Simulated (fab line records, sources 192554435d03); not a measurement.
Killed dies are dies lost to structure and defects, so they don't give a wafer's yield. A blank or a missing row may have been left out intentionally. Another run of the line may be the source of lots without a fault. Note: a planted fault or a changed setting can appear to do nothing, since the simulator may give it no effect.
A lot that was struck, set against a sound lot || flow n5_finfet || 15 out of 1938 route steps
Sound: the wafers L742.2, L742.4, L742.6. Struck: wafer L758.2. (L758.4, L758.6 of the same lot were not struck and are left out.) The cause comes at the end.
Each step with rows lists, per side, the tool, then ch with its chambers, then its first start. Under that, the readings that differ: sound wafers || struck wafers || difference of the means || sigmas: that difference in standard deviations of wafers without a fault.
alike: words and numbers the same on both sides, and readings whose means are apart by under 2 such deviations; not compared: readings that were withheld, readings missing a value for some wafer, numbers with overlapping values and no deviation given by the record, and bounds like >300 which may hide the same value.
Wherever a step has rows on one side only, a row that says differs or no value, or a row with sigmas, the two part there. Non-overlapping numbers with no deviation appear without sigmas and do not part them. A reading missing from all wafers of one side parts the sides only when that side holds two or more wafers.

first, 1 step without rows for these wafers: N5_BEOL_M3_DEVELOP_27 (develop time 30 s).
N5_BEOL_M3_CD_MEAS_28: target cd 25.7 nm, target cd y 23.3 nm.
  sound on cd_sem-02 ch 0, day 7 05:13; struck on cd_sem-03 ch 0, day 11 06:57
  alike: cd_nm
N5_BEOL_M3_OVL_MEAS_29:
  sound on overlay-01 ch 0, day 7 05:15; struck on overlay-01 ch 0, day 11 06:59
  alike: V2_OVL
N5_BEOL_M3_INSPECT_30: inspects for defects (brightfield).
  sound on defect_inspect-02 at day 7 05:19; struck on defect_inspect-01 at day 11 07:02
  alike: raw_defect_count
N5_BEOL_M3_DESCUM_33: chemistry O2, time 7 s.
  sound on rie_diel-04 ch 0,1,2, day 7 07:10; struck on rie_diel-06 ch 1, day 11 07:04
{"reading": "showerhead_plenum_p_Torr (Torr)", "sound": "2.15 2.19 2.15", "struck": 1.91, "difference": -0.25, "sigmas": -3}
  alike: drypump_motor_current_A, oes_product_au, rf_vpp_V, throttle_valve_pct
  not compared: rf_hours_counter_h
then, 1 step without rows for these wafers: N5_BEOL_M3_ETCH_77 (etches underlayer in N2/H2, target depth 6.5 nm, time 5.2 s).
N5_BEOL_M3_ETCH_69: etches SiARC in CF4, target depth 15.6 nm, time 26 s.
  sound on rie_diel-04 ch 0,1,2, day 7 07:13; struck on rie_diel-06 ch 1, day 11 07:07
{"reading": "showerhead_plenum_p_Torr (Torr)", "sound": "2.18 2.22 2.20", "struck": 1.98, "difference": -0.22, "sigmas": -3}
  alike: drypump_motor_current_A, etch_rf_on_time_s, oes_product_au, rf_vpp_V, throttle_valve_pct
  not compared: rf_hours_counter_h
N5_BEOL_M3_ALD_98: deposits SiO2, target thk 2.5 nm, pulse time 1 s, co reactant pulse time 1 s.
  sound on ald_sin-03 ch 0,1,3, day 7 07:25; struck on ald_sin-04 ch 2, day 11 07:25
  alike: heater_power_w, precursor_pulse_height_rel
N5_BEOL_M3_ETCHBACK_99: etches SiO2 in CHF3, target depth 5 nm, time 10.4 s.
  sound on rie_diel-06 ch 0,1,2, day 7 15:47; struck on rie_diel-06 ch 1, day 11 07:43
  alike: drypump_motor_current_A, oes_f_703_au, oes_product_au, rf_vpp_V, showerhead_plenum_p_Torr, throttle_valve_pct
  not compared: rf_hours_counter_h
N5_BEOL_M3_ETCH_70: etches SOC in N2/H2, target depth 80 nm, overetch 16 nm, time 120 s.
  sound on rie_diel-06 ch 0,1,2, day 7 15:49; struck on rie_diel-06 ch 1, day 11 07:45
{"reading": "rf_vpp_V (V)", "sound": "529 526 517", "struck": 517, "difference": -7, "sigmas": -2}
  alike: drypump_motor_current_A, oes_product_au, run_length_s, showerhead_plenum_p_Torr, throttle_valve_pct
  not compared: rf_hours_counter_h
then, 2 steps without rows for these wafers: N5_BEOL_M3_STRIP_71 (strips in N2/H2); N5_BEOL_M3_STRIP_78 (strips in N2/H2).
N5_BEOL_M3_VIA_ETCH_34: etches the open film in C4F6/O2, target depth 69.4 nm, time 65.9 s.
  sound on rie_diel-06 ch 0,1,2, day 7 15:55; struck on rie_diel-06 ch 1, day 11 07:51
{"reading": "run_length_s (s)", "sound": "89.9 89.6 89.1", "struck": 94.7, "difference": "+5.2", "sigmas": "+9"}
{"reading": "model.etch.depth_nm (nm)", "sound": "70.64 69.26 70.12", "struck": 75.32, "difference": "+5.31", "sigmas": ""}
{"reading": "model.SOC_of_BEOL_M3_COAT_67.thk_nm (nm)", "sound": "52 52.2 52.2", "struck": 51.4, "difference": -0.7, "sigmas": ""}
  alike: drypump_motor_current_A, oes_f_703_au, oes_product_au, rf_vpp_V, showerhead_plenum_p_Torr, throttle_valve_pct
  not compared: rf_hours_counter_h
then, 1 step without rows for these wafers: N5_BEOL_M3_STRIP_83 (strips in C4F6/O2).
N5_BEOL_M4_RC_MEAS_101:
  sound on prober-02 ch 0, day 8 04:31; struck on prober-01 ch 0, day 12 06:01
  alike: DIBL_N, DIBL_P, IOFF_N, IOFF_P, ION_N, ION_P, SS_N, SS_P, VT_N, VT_P

WHERE THEY PART
At N5_BEOL_M3_DESCUM_33 first; at N5_BEOL_M3_VIA_ETCH_34 last (within this record only). Later steps at which nothing parts them and some readings are alike: N5_BEOL_M4_RC_MEAS_101.

WHY: what the simulator had put in
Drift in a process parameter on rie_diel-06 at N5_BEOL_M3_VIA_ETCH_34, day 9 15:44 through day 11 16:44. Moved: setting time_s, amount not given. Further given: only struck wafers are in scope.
